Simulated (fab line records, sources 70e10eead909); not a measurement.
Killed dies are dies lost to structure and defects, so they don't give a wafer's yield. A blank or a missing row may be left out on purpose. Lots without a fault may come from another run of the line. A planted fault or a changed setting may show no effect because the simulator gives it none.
A struck lot beside a sound one | flow nand_harc | 18 steps out of a route of 1159
Sound: wafers L633.3, L633.5, L633.6. Struck: wafers L635.1, L635.2, L635.4. The cause comes at the end.
At each step with rows: each side's tool, then ch and its chambers, then its first start. Under that, the readings that differ: sound wafers | struck wafers | difference of the means | sigmas: that difference in standard deviations of wafers without a fault.
alike: readings whose means differ by less than 2 such deviations, and words and numbers that are the same on both sides. not compared: withheld readings, readings that some wafer has no value for, bounds like >300 that may hide the same value, and numbers for which the record gives no deviation and whose values overlap.
The two part at a step that has a row with sigmas, a row that says differs or no value, or rows on one side only. Numbers that don't overlap but have no deviation are shown without sigmas and don't part them. A reading that every wafer of one side lacks parts them only if that side has two wafers or more.

NHARC_A_M1_INSPECT_11:
  sound on defect_inspect-02, day 21 02:26; struck on defect_inspect-01, day 21 00:55
  alike: raw_defect_count
NHARC_A_M1_DESCUM_14: chemistry O2, time 3 s.
  sound on rie_diel-12 ch 1,2,3, day 21 02:31; struck on rie_diel-05 ch 0,1,2, day 21 00:59
  alike: drypump_motor_current_A, oes_product_au, rf_vpp_V, showerhead_plenum_p_Torr, throttle_valve_pct
  not compared: rf_hours_counter_h
then, 1 step without rows for these wafers: NHARC_A_M1_ETCH_35 (etches the open film in N2/H2, target depth 40 nm, overetch 12 nm, time 43.94 s).
NHARC_A_M1_ETCH_15: etches the open film in C4F8/Ar, target depth 182.5 nm, time 91.2 s.
  sound on rie_diel-12 ch 2,3; struck on rie_diel-05 ch 0,1,3
  reading               | sound             | struck            | difference | sigmas
  oes_product_au (a.u.) | 0.988 0.962 0.976 | 0.931 0.903 0.927 | -0.055     | -2
  alike: rf_vpp_V
  not compared: rf_hours_counter_h
NHARC_A_M1_CD_MEAS_16:
  sound on cd_sem-02, day 21 02:49; struck on cd_sem-01, day 21 01:18
  alike: cd_nm
NHARC_A_M1_STRIP_18: strips in N2/H2.
  sound on rie_diel-02 ch 1,2,3, day 21 02:57; struck on rie_diel-12 ch 0,2,3, day 21 01:22
  alike: drypump_motor_current_A, oes_product_au, rf_vpp_V, showerhead_plenum_p_Torr, throttle_valve_pct
  not compared: rf_hours_counter_h
then, 3 steps without rows for these wafers: NHARC_A_M1_ETCH_28 (etches the open film in CF4/N2, target depth 30 nm, time 72.99 s); NHARC_A_M1_STRIP_19 (strips in post etch residue remover, time 600 s); NHARC_A_M1_DEGAS_29 (time 60 s).
NHARC_A_M1_PRE_CLEAN_30: time 30 s.
  sound on pvd_sputter-02; struck on pvd_sputter-02
  alike: heater_power_w
NHARC_A_M1_PVD_20: deposits TaN, target thk 5 nm, time 8.06 s.
  sound on pvd_sputter-02; struck on pvd_sputter-02
  alike: throttle_valve_pct
then, 1 step without rows for these wafers: NHARC_A_M1_PVD_21 (deposits Cu, target thk 30 nm, time 20.49 s).
NHARC_A_M1_ECD_22: material Cu, target thk 400 nm.
  sound on ecd_cu-01 ch 0,1, day 21 04:02; struck on ecd_cu-02 ch 0,1, day 21 02:25
then, 2 steps without rows for these wafers: NHARC_A_M1_ANNEAL_31 (time 90 s); NHARC_A_M1_CMP_23 (polishes, t overpolish 20 s, target thk 154.34 nm).
NHARC_A_M1_THK_MEAS_24: measures by xrf.
  sound on film_metro-02, day 21 04:58; struck on film_metro-01, day 21 03:27
  alike: thk_nm
then, 1 step without rows for these wafers: NHARC_A_M1_SRD_25.
NHARC_END_SORT_01:
  the record has rows for the struck wafers here (prober-01 ch 0, day 23 01:22) and none for the sound ones

WHERE THEY PART
First at NHARC_A_M1_ETCH_15; last, within this record, at NHARC_END_SORT_01.

WHY: what the simulator had put in
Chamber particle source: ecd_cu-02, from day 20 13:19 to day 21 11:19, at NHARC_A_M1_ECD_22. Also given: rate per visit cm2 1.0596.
